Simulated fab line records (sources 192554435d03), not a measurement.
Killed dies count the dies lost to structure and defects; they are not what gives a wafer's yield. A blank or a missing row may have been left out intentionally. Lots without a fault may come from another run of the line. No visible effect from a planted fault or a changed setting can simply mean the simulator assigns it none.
fab line records	flow n5Finfet
record lots=6	wafers=18	lastDay=18
route steps=1938 shown BEOL_M2@889 PASSIVATION@1936
lots that met no fault: from a run of the same line without faults
startH: start of the lot's first displayed wafer, in hours after the record's first day	waitH: time in hours since the lot's previous step	" identical to the entry in the row above	L1.1+2: a single row standing in for several wafers	- value missing, or start not given	* or withheld: withheld	< > ~ a bound
route shown NAME@n: NAME is a module with steps in the file, n the number in the route of the first one	usual: average and standard deviation across the fault-free wafers	same: alike in all rows	chamber/n: place in a boat	sites: each site's reading	_std_site: standard deviation of those values	_edge_site: inner sites' mean taken away from outer sites' mean	radiusMm: for every site, how far away it sits from the centre of the wafer	mask NAME#n: copy n	behind: tool/chamber where the wafer was last shaped	hold: why the lot went on hold/how many hours it stayed there/how the hold came to an end	device: the transistor (n, p or np) that didn't switch	end of line: tests of these same wafers at the route's end	where a step has no rows: the recipe by itself	killed: not the wafer's yield, but the dies lost to structure and defects at the first sort	map: the dies of a wafer, with x for killed, . for not killed, _ for no die there
set.NAME: setting as actually run; set.NAME@STEP: the setting as run at that earlier step	model.NAME: the simulator's own value behind a step, which no gauge read
certain route steps with their lots: each step a table, each wafer a row
services: the hour from which a tool's chamber was out of use, counted from the record's first day as startH (under 0 if before that day), plus the number of hours and why
## steps
# step N5_BEOL_M2_STRIP_36
# recipe chemistry=N2/H2	powerW=450	tempC=40	pressureMtorr=20	rfFrequencyHz=6e+07	overashFraction=0.3	biasPowerW=7	h2Frac=0.5	n2FlowSccm=200	h2FlowSccm=200
# usual drypumpMotorCurrentA=5.8/0.47	oesProductAu=0.79/0.091	rfVppV=59.0/1.5	showerheadPlenumPTorr=2.56/0.093	throttleValvePct=23.6/0.31
lot.wafer	tool	chamber	startH	waitH	drypumpMotorCurrentA	oesProductAu	rfHoursCounterH	rfVppV	showerheadPlenumPTorr	throttleValvePct
L370.1	rieDiel-03	1	185.11	0.0	5.3	0.83	76	59.5	2.58	23.3
L370.4	"	0	"	"	5.6	0.74	195	56.4	2.53	24.0
L370.5	"	2	"	"	5.4	0.79	-	57.4	2.54	23.3
L372.2	rieDiel-02	3	205.76	0.0	5.6	0.73	182	61.8	2.52	23.7
L372.5	"	1	"	"	6.2	0.71	-	59.7	2.62	23.7
L372.6	"	2	"	"	5.2	0.70	-	57.7	2.63	24.3
L374.2	rieDiel-04	3	216.37	0.0	6.4	0.86	51	57.3	2.58	23.6
L374.4	"	0	"	"	6.7	0.90	13	57.2	2.72	23.7
L374.6	"	3	"	"	6.4	0.86	-	60.9	2.58	23.6
L376.2	rieDiel-03	3	239.63	0.0	5.7	0.92	17	59.0	2.69	23.3
L376.5	"	1	"	"	5.3	0.80	-	59.0	2.57	23.3
L376.6	"	2	"	"	5.4	0.78	-	57.3	2.53	23.3
L385.2	rieDiel-04	0	276.30	0.0	6.7	0.88	36	58.9	2.71	23.8
L385.4	"	2	"	"	5.6	0.96	8	61.3	2.72	23.3
L385.6	"	1	"	"	6.3	0.92	-	58.7	2.48	23.2
L384.2	rieDiel-02	0	280.76	0.0	5.3	0.69	242	60.4	2.38	23.3
L384.4	"	3	"	"	5.6	0.71	-	60.4	2.51	23.7
L384.6	"	0	"	"	5.3	0.70	-	59.1	2.38	23.3
# step N5_BEOL_M2_TRENCH_ETCH_37
# recipe chemistry=C4F6/O2	targetDepthA=555.55	target=SiOC	timeS=29.2	ionEnergyEv=250	pressureMtorr=30	sourceW=355	biasW=185	Ar_flow_sccm=300	C4F6_flow_sccm=10	O2_flow_sccm=10
# step N5_BEOL_M2_ETCH_41
# recipe chemistry=CH3F/O2	target=SiCN	targetDepthA=299	taperDeg=2	timeS=52.5	ionEnergyEv=120	maskMaterial=TiN	pressureMtorr=30	sourceW=395	biasW=75	Ar_flow_sccm=150	CH3F_flow_sccm=30	O2_flow_sccm=20
# step N5_BEOL_M2_STRIP_97
# recipe chemistry=N2/H2	timeS=10	powerW=450	tempC=40	pressureMtorr=20	rfFrequencyHz=6e+07	biasPowerW=7	n2FlowSccm=200	h2FlowSccm=200
# step N5_BEOL_M2_OCD_MEAS_38
# usual trenchDepthNm=55.7/0.85
lot.wafer	tool	chamber	startH	waitH	trenchDepthNm
L370.1	ocd-02	-	185.30	-	55.8
L370.4	"	-	"	"	56.1
L370.5	"	-	"	"	56.3
L372.2	ocd-02	-	205.96	-	57.1
L372.5	"	-	"	"	55.7
L372.6	"	-	"	"	55.6
L374.2	ocd-02	-	216.56	-	56.8
L374.4	"	-	"	"	56.3
L374.6	"	-	"	"	55.8
L376.2	ocd-02	-	239.82	-	55.6
L376.5	"	-	"	"	55.9
L376.6	"	-	"	"	55.5
L385.2	ocd-02	-	276.49	-	56.0
L385.4	"	-	"	"	54.5
L385.6	"	-	"	"	57.4
L384.2	ocd-01	-	280.95	-	55.6
L384.4	"	-	"	"	56.6
L384.6	"	-	"	"	56.3
# step N5_BEOL_M2_HM_STRIP_39
# recipe chemistry=peroxideTinStrip	material=TiN	targetDepthA=250	tempC=50	timeS=158
# step N5_BEOL_M2_SRD_40
# recipe timeS=30	tempC=23	rinseLiquid=diw	dry=ipaMarangoni
# step N5_BEOL_M2_PRECLEAN_42
# recipe chemistry=residueRemover	timeS=60	tempC=40
# step N5_BEOL_M2_SRD_43
# recipe timeS=30	tempC=23	rinseLiquid=diw	dry=ipaMarangoni
# step N5_BEOL_M2_CD_MEAS_35
# recipe targetCdNm=18	targetCdYNm=22.2	polarity=opening
# usual cdNm=18.1/0.35
lot.wafer	tool	chamber	startH	waitH	cdNm
L370.1	cdSem-02	-	185.46	0.0	17.9
L370.4	"	-	"	"	18.5
L370.5	"	-	"	"	18.1
L372.2	cdSem-02	-	206.11	0.0	17.9
L372.5	"	-	"	"	17.7
L372.6	"	-	"	"	17.8
L374.2	cdSem-02	-	216.72	0.0	18.2
L374.4	"	-	"	"	18.5
L374.6	"	-	"	"	18.2
L376.2	cdSem-03	-	239.98	0.0	17.8
L376.5	"	-	"	"	17.9
L376.6	"	-	"	"	18.3
L385.2	cdSem-02	-	276.64	0.0	18.3
L385.4	"	-	"	"	18.6
L385.6	"	-	"	"	18.2
L384.2	cdSem-02	-	281.11	0.0	18.0
L384.4	"	-	"	"	17.9
L384.6	"	-	"	"	18.1
# step N5_BEOL_M2_DEGAS_44
# recipe ambient=vacuum	tempC=250	timeS=60
# step N5_BEOL_M2_PRE_CLEAN_45
# recipe gas=H2/He	timeS=30	tempC=250
# usual heaterPowerW=333/21
lot.wafer	tool	chamber	startH	waitH	heaterPowerW
L370.1	pvdSputter-03	-	185.67	0.0	337
L370.4	"	-	"	"	363
L370.5	"	-	"	"	356
L372.2	pvdSputter-02	-	206.40	0.0	344
L372.5	"	-	"	"	301
L372.6	"	-	"	"	342
L374.2	pvdSputter-03	-	217.23	0.0	317
L374.4	"	-	"	"	356
L374.6	"	-	"	"	315
L376.2	pvdSputter-02	-	241.07	0.0	345
L376.5	"	-	"	"	340
L376.6	"	-	"	"	305
L385.2	pvdSputter-02	-	277.00	0.0	345
L385.4	"	-	"	"	301
L385.6	"	-	"	"	346
L384.2	pvdSputter-02	-	282.04	0.0	339
L384.4	"	-	"	"	339
L384.6	"	-	"	"	350
# step N5_BEOL_M2_ALD_84
# recipe material=TaN	targetThkA=*	tempC=275	aldPrecursorFamily=PDMAT	aldCoReactant=NH3	pressureTorr=3	carrierFlowSccm=1500	pulseTimeS=2	purgeTimeS=3	coReactantPurgeTimeS=2	coReactantPulseTimeS=3	aldCycles=30	precursorVesselTempC=75	precursorVesselPressureTorr=26.25	precursorVesselCarrierSccm=1000
# usual heaterPowerW=400/34
lot.wafer	tool	chamber	startH	waitH	heaterPowerW
L370.1	aldMetal-02	0	185.74	0.1	394
L370.4	"	1	"	"	419
L370.5	"	0	"	"	383
L372.2	aldMetal-02	0	206.47	0.1	397
L372.5	"	2	"	"	413
L372.6	"	0	"	"	394
L374.2	aldMetal-02	1	217.47	0.2	420
L374.4	"	1	"	"	401
L374.6	"	0	"	"	394
L376.2	aldMetal-01	3	241.17	0.1	380
L376.5	"	1	"	"	436
L376.6	"	0	"	"	358
L385.2	aldMetal-04	0	277.16	0.1	437
L385.4	"	2	"	"	350
L385.6	"	0	"	"	451
L384.2	aldMetal-01	3	282.22	0.2	390
L384.4	"	1	"	"	437
L384.6	"	2	"	"	410
# step N5_BEOL_M2_SURFACE_TREAT_85
# recipe gas=Ar	timeS=*	ionEnergyEv=*	ionCurrentMaCm2=0.5	pressureMtorr=*	arFlowSccm=30
# step N5_BEOL_M2_CVD_47
# recipe material=Co	targetThkA=30	tempC=withheld	precursor=CCTBA/H2	pressureTorr=30	timeS=223.8
# step N5_BEOL_M2_SPUTTER_48
# recipe material=Cu	targetThkA=45	tempC=-20	chamberPressurePa=0.07	powerW=withheld	timeS=8.29
# step N5_BEOL_M2_ANNEAL_49
# recipe tempC=400	timeS=240	ambient=vacuum
# step N5_BEOL_M2_SPUTTER_79
# recipe material=Cu	targetThkA=45	tempC=-20	chamberPressurePa=0.07	powerW=withheld	timeS=8.29
# step N5_BEOL_M2_ANNEAL_80
# recipe tempC=400	timeS=240	ambient=vacuum
# step N5_BEOL_M2_SPUTTER_81
# recipe material=Cu	targetThkA=45	tempC=-20	chamberPressurePa=0.07	powerW=withheld	timeS=8.29
# step N5_BEOL_M2_ANNEAL_82
# recipe tempC=400	timeS=240	ambient=vacuum
# step N5_BEOL_M2_SPUTTER_86
# recipe material=Cu	targetThkA=45	tempC=-20	chamberPressurePa=0.07	powerW=withheld	timeS=8.29
# step N5_BEOL_M2_ANNEAL_87
# recipe tempC=400	timeS=240	ambient=vacuum
# usual heaterPowerW=828/56
lot.wafer	tool	chamber	startH	waitH	heaterPowerW
L370.1	pvdSputter-03	-	187.01	0.0	866
L370.4	"	-	"	"	809
L370.5	"	-	"	"	822
L372.2	pvdSputter-02	-	207.66	0.0	843
L372.5	"	-	"	"	754
L372.6	"	-	"	"	856
L374.2	pvdSputter-03	-	220.35	0.0	894
L374.4	"	-	"	"	798
L374.6	"	-	"	"	895
L376.2	pvdSputter-02	-	242.55	0.0	761
L376.5	"	-	"	"	871
L376.6	"	-	"	"	814
L385.2	pvdSputter-01	-	280.19	0.0	917
L385.4	"	-	"	"	841
L385.6	"	-	"	"	899
L384.2	pvdSputter-03	-	283.46	0.0	808
L384.4	"	-	"	"	800
L384.6	"	-	"	"	792
# step N5_BEOL_M2_SPUTTER_88
# recipe material=Cu	targetThkA=45	tempC=-20	chamberPressurePa=0.07	powerW=withheld	timeS=8.29
# step N5_BEOL_M2_ANNEAL_89
# recipe tempC=400	timeS=240	ambient=vacuum
# step N5_BEOL_M2_SPUTTER_90
# recipe material=Cu	targetThkA=45	tempC=-20	chamberPressurePa=0.07	powerW=withheld	timeS=8.29
# usual chuckGasFlowSccm=1.25/0.051	substrateTempC=-20.01/0.1	throttleValvePct=30.0/1.2
lot.wafer	tool	chamber	startH	waitH	chuckGasFlowSccm	substrateTempC	throttleValvePct
L370.1	pvdSputter-03	-	187.37	0.1	1.17	-20.10	28.9
L370.4	"	-	"	"	1.32	-20.13	29.2
L370.5	"	-	"	"	1.21	-20.12	29.4
L372.2	pvdSputter-02	-	208.02	0.1	1.28	-19.95	32.3
L372.5	"	-	"	"	1.27	-19.90	30.4
L372.6	"	-	"	"	1.33	-19.77	30.1
L374.2	pvdSputter-03	-	220.71	0.1	1.31	-20.14	31.1
L374.4	"	-	"	"	1.25	-20.10	29.1
L374.6	"	-	"	"	1.27	-19.96	28.7
L376.2	pvdSputter-02	-	242.91	0.1	1.26	-20.13	30.4
L376.5	"	-	"	"	1.23	-20.03	29.1
L376.6	"	-	"	"	1.28	-20.02	32.3
L385.2	pvdSputter-01	-	280.55	0.1	1.10	-19.87	31.5
L385.4	"	-	"	"	1.19	-20.01	30.4
L385.6	"	-	"	"	1.27	-19.81	31.5
L384.2	pvdSputter-03	-	283.82	0.1	1.30	-20.03	29.6
L384.4	"	-	"	"	1.33	-20.06	28.9
L384.6	"	-	"	"	1.28	-19.96	28.9
# step N5_BEOL_M2_ANNEAL_91
# recipe tempC=400	timeS=240	ambient=vacuum
# step N5_BEOL_M2_SPUTTER_92
# recipe material=Cu	targetThkA=45	tempC=-20	chamberPressurePa=0.07	powerW=withheld	timeS=8.29
# step N5_BEOL_M2_ANNEAL_93
# recipe tempC=400	timeS=240	ambient=vacuum
# step N5_BEOL_M2_SPUTTER_94
# recipe material=Cu	targetThkA=45	tempC=-20	chamberPressurePa=0.07	powerW=withheld	timeS=8.29
# step N5_BEOL_M2_ANNEAL_95
# recipe tempC=400	timeS=240	ambient=vacuum
# step N5_BEOL_M2_SPUTTER_96
# recipe material=Cu	targetThkA=45	tempC=-20	chamberPressurePa=0.07	powerW=withheld	timeS=8.29
# step N5_BEOL_M2_ECD_50
# recipe material=Cu	targetThkA=3000
# step N5_BEOL_M2_ANNEAL_51
# recipe tempC=225	timeS=90	ambient=N2
# step N5_BEOL_M2_CMP_52
# recipe stopOn=SiOC	tOverpolishS=6.8	downForcePsi=1	platenRpm=50	clearingPlatenDownForcePsi=1.5	clearingPlatenRpm=50	postCmpClean=cuAlkaline	targetThkNm=40	clearingPlatenPadVelocityMS=0.99484	padVelocityMS=0.99484
# usual barrierFieldEndpointS=24.8/0.6	motorCurrentA=5.8/0.48	overpolishRunS=6.800/0.0098	timeToEndpointS=63.7/2.7
lot.wafer	tool	chamber	startH	waitH	barrierFieldEndpointS	motorCurrentA	overpolishRunS	timeToEndpointS
L370.4	cmp-01	2	188.60	0.2	24.2	5.8	6.788	63.9
L370.1	"	3	"	"	23.6	4.9	6.803	58.1
L370.5	"	0	"	"	23.6	5.3	6.798	59.5
L372.2	cmp-03	0	209.17	0.2	24.1	5.9	6.804	57.2
L372.5	"	0	"	"	23.9	6.2	6.796	58.1
L372.6	"	1	"	"	24.7	5.5	6.803	61.1
L374.4	cmp-02	2	221.86	0.1	25.5	6.3	6.799	66.2
L374.2	"	3	"	"	23.9	5.5	6.793	63.8
L374.6	"	3	"	"	24.4	5.1	6.803	61.0
L376.2	cmp-01	3	244.37	0.3	24.4	5.1	6.804	62.8
L376.5	"	0	"	"	25.5	5.4	6.797	67.0
L376.6	"	1	"	"	25.7	5.8	6.776	65.9
L385.2	cmp-02	3	281.74	0.2	24.3	5.1	6.810	58.4
L385.4	"	0	"	"	25.8	6.3	6.818	65.5
L385.6	"	2	"	"	25.7	6.6	6.783	62.7
L384.2	cmp-03	2	285.04	0.2	24.1	5.5	6.796	62.4
L384.4	"	3	"	"	24.8	6.2	6.817	63.7
L384.6	"	3	"	"	25.4	6.4	6.791	65.8
# step N5_BEOL_M2_THK_MEAS_53
# recipe thkMeasGauge=xrf	reads=Cu_of_BEOL_M2_ECD_50
# usual M2_THK=40.0/1.2
lot.wafer	tool	chamber	startH	waitH	M2_THK[nm]
L370.1	filmMetro-01	-	188.82	-	38.8
L370.4	"	-	"	"	40.0
L370.5	"	-	"	"	39.8
L372.2	filmMetro-02	-	209.47	-	40.6
L372.5	"	-	"	"	38.9
L372.6	"	-	"	"	37.3
L374.2	filmMetro-01	-	222.16	-	39.9
L374.4	"	-	"	"	40.9
L374.6	"	-	"	"	39.2
L376.2	filmMetro-02	-	244.55	-	39.7
L376.5	"	-	"	"	40.2
L376.6	"	-	"	"	40.0
L385.2	filmMetro-02	-	282.00	-	39.2
L385.4	"	-	"	"	40.5
L385.6	"	-	"	"	41.1
L384.2	filmMetro-02	-	285.33	-	37.7
L384.4	"	-	"	"	41.0
L384.6	"	-	"	"	40.1
# step N5_BEOL_M2_PRE_CLEAN_60
# recipe gas=NH3/H2	timeS=15	tempC=*	rfPowerW=300
# step N5_BEOL_M2_CO_CAP_55
# recipe material=Co	targetThkA=20	tempC=200	precursor=CCTBA/H2	pressureTorr=30	timeS=102.1
# step N5_BEOL_M2_PRE_CLEAN_56
# recipe gas=NH3	timeS=15	tempC=withheld	rfPowerW=300
# step N5_BEOL_M2_DEP_57
# recipe material=SiCN	targetThkA=80	tempC=withheld	precursor=3MS/NH3	pressureTorr=3	rfW=202	timeS=14
# step N5_BEOL_M2_RS_MEAS_58
# recipe thkMeasGauge=four-point-probe	reads=Co_of_BEOL_M2_CO_CAP_55+Cu_of_BEOL_M2_ECD_50+Co_of_BEOL_M2_CVD_47+TaN_of_BEOL_M2_ALD_84
# usual M2_RS=0.661/0.026
lot.wafer	tool	chamber	startH	waitH	M2_RS[ohm/sq]
L370.1	filmMetro-02	-	189.08	0.0	0.687
L370.4	"	-	"	"	0.654
L370.5	"	-	"	"	0.664
L372.2	filmMetro-01	-	209.73	0.1	0.650
L372.5	"	-	"	"	0.684
L372.6	"	-	"	"	0.726
L374.2	filmMetro-01	-	222.46	0.1	0.654
L374.4	"	-	"	"	0.635
L374.6	"	-	"	"	0.672
L376.2	filmMetro-02	-	244.81	0.1	0.668
L376.5	"	-	"	"	0.659
L376.6	"	-	"	"	0.657
L385.2	filmMetro-02	-	282.27	0.1	0.695
L385.4	"	-	"	"	0.662
L385.6	"	-	"	"	0.652
L384.2	filmMetro-02	-	285.60	0.1	0.718
L384.4	"	-	"	"	0.642
L384.6	"	-	"	"	0.659
# step N5_PASSIVATION_PROBE_49
# usual defectLimitedYield=90.9/1.4	killed_at_M0_to_M3=37/12	killed_at_M4_up=14/5.3	killedAtContacts=12/6.2	killedAtFrontEnd=41/11	killedAtOther=3.7/2.9	killedDies=107/17	killedOpen=71/12	killedShort=34/7.9	sort_bin_5_function=5.3/0.95	sort_bin_6_memory=3.4/0.7	sortNPass=1073/17	sortYieldPct=90.9/1.5
# same grossDies=1180	killedAtBackSide=0	sort_bin_4_leakage[%]=0	sort_bin_8_speed[%]=0
lot.wafer	tool	chamber	startH	waitH	defectLimitedYield[%]	killed_at_M0_to_M3	killed_at_M4_up	killedAtContacts	killedAtFrontEnd	killedAtOther	killedDies	killedOpen	killedShort	sort_bin_5_function[%]	sort_bin_6_memory[%]	sortNPass	sortYieldPct[%]
L372.2	prober-02	-	341.87	0.1	84.0	138	14	7	29	1	189	52	21	10.4	3.4	991	84.0
L372.6	prober-02	-	342.07	0.3	82.8	130	10	8	50	5	203	43	45	10.2	4.5	977	82.8
L374.6	prober-01	-	353.61	0.3	84.2	134	19	4	28	2	187	54	22	9.7	4.0	993	84.2
# killed by level:class
L372.2 BEOL_M2:unspecified=112 BEOL_M0_SAQP:geometricParticle:open=9 BEOL_M3:geometricParticle:open=6 BEOL_M4:geometricParticle:open=6 GATE_CUT:geometricParticle:open=5 FIN_SAQP:geometricParticle:short=4 STI_FIN_REVEAL:geometricParticle:open=4 GATE_CUT:geometricParticle:short=4
L372.6 BEOL_M2:unspecified=113 GATE_CUT:geometricParticle:short=11 FIN_SAQP:geometricParticle:short=9 GATE_CUT:geometricParticle:open=7 FIN_SAQP:geometricParticle:open=6 STI_FIN_REVEAL:geometricParticle:open=5 MOL_CONTACT_COAG:geometricParticle:open=5 BEOL_M0_SAQP:geometricParticle:short=4
L374.6 BEOL_M2:unspecified=109 BEOL_M4:geometricParticle:open=13 BEOL_M2:geometricParticle:open=10 FIN_SAQP:geometricParticle:open=8 BEOL_M1:geometricParticle:open=6 FIN_SAQP:geometricParticle:short=3 STI_FIN_REVEAL:geometricParticle:open=3 MOL_CONTACT_COAG:geometricParticle:open=3
# map L372.6 (x killed, . not)
_________________.....xx.....________________
______________xx..........x....._____________
___________........................__________
__________......xx.x.....x.x........_________
________.x.x....x.x..xx..........xx..._______
_______..x..xxxxxxx..........x.........______
______...xxxxxxxxxx....................._____
_____..xxxxxxxxxxxxxx.........x..........____
____...xxxxxxxxxxxxx...........x..........___
___x..x.xxxxxxxxxxx.x...x...x..............__
___...xxxxxxxxxxxx.x..............x........__
__......xxxxxxxxxxxx............x...xx......_
__..x....xxxxxxxxxx...............x....x...._
_.......xx.xxxxxxx..x..............x.......x.
_.x...x......xx.xx...........x.....x...x.....
_...........x.x..x...................x....x..
_.......xxx.x....x.......................x...
_.x.x......x..........................x.....x
_...x.....................x.x................
_.x..............xx............x.....x.......
_x..........................x........x.......
__.........x..................x............._
__........x.....x.x......................x.._
___...........................x...........x__
___.x........x............................x__
____......x..xx........x...........x......___
_____.................................x..____
______...............x................x._____
_______..x..................x..........______
________...........................x.._______
__________.x.....x..x......x........_________
___________.x..x.......x...x.......__________
______________.................._____________
_________________.x..........________________
# map L374.6 (x killed, . not)
_________________x.........x.________________
______________.................._____________
___________................x.......__________
__________.xxx.............xx....x.._________
________.x.x.xxx..xx....x..x.........._______
_______...xxxxxx.x..x......x.x.....x...______
______....xxxxxxxxx..............x......_____
_____...xxxxxxxxxx.x........x............____
____...x.xxxxxxxxxxxx.....................___
___.x.x.xxxxxxxxxxxxx......................__
___....xxxxxxxxxxxx.x.x..x................x__
__....x.xx.xxxxxxx.........................._
__..x...xxxxxxxxxxx.x..............x........_
_......x.x.xxxxxx...............x........x...
_.x.x.......xx.xx............x...............
_.x.....x.x.x.x......x...........x...........
_.................x....x.x...................
_..........x..x..x...........................
_...x.....x....x....x..................x.....
_...x.x........x.........x..................x
_............................................
__...........x......x.......x..............._
__.....................x...................._
___......x..x...x........................x.__
___........x..x........................x...__
____..............x.......................___
_____.............................x......____
______....x......x..x........x.........._____
_______x...............................______
________................x............._______
__________..........x...x..x........_________
___________.......................x__________
______________....x..x......x..x_____________
_________________.x..........________________
## services
tool	chamber	startH	hours	kind
rieDiel-02	-	163.03	3.2	repair
cmp-03	-	165.20	3.8	pm
rieDiel-04	0	165.28	-	clean
rieDiel-04	0	165.28	-	consumableReplace:focusRing
rieDiel-04	0	165.28	-	consumableReplace:showerhead
rieDiel-04	0	165.28	18.7	scheduledDown
rieDiel-04	0	165.28	18.7	ventCycle
cmp-01	-	174.35	9.1	pm
rieDiel-04	1	184.08	-	clean
rieDiel-04	1	184.08	-	consumableReplace:focusRing
rieDiel-04	1	184.08	16.1	scheduledDown
rieDiel-04	1	184.08	16.1	ventCycle
rieDiel-03	3	189.80	9.6	repair
rieDiel-03	-	219.02	2.8	pm
pvdSputter-01	-	231.67	2.2	repair
rieDiel-04	2	235.93	-	clean
rieDiel-04	2	235.93	-	consumableReplace:focusRing
rieDiel-04	2	235.93	-	consumableReplace:showerhead
rieDiel-04	2	235.93	16.8	scheduledDown
pvdSputter-01	-	236.50	2.7	repair
aldMetal-01	1	243.56	3.8	repair
rieDiel-03	0	259.75	6.6	repair
rieDiel-02	0	261.10	2.4	repair
cmp-01	-	272.91	0.3	repair
## key
firstSign step=N5_PASSIVATION_PROBE_49	reading=killed_at_M0_to_M3	direction=up	sigmas=7.8	usual=37	struck=134
effect step=N5_PASSIVATION_PROBE_49	reading=killedDies	direction=up	sigmas=5	usual=107	struck=193
moreKillsBornAt N5_BEOL_M2_ALD_84@aldMetal-02=334
metAt N5_BEOL_M2_ALD_84
struckWafers L372.2,L372.6,L374.6
onsetBetween 185.74 206.47
fault kind=chamberParticleSource	tool=aldMetal-02	chamber=0	onsetH=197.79	steps=N5_BEOL_M2_ALD_84	ratePerVisitCm2=0.65777	endH=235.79
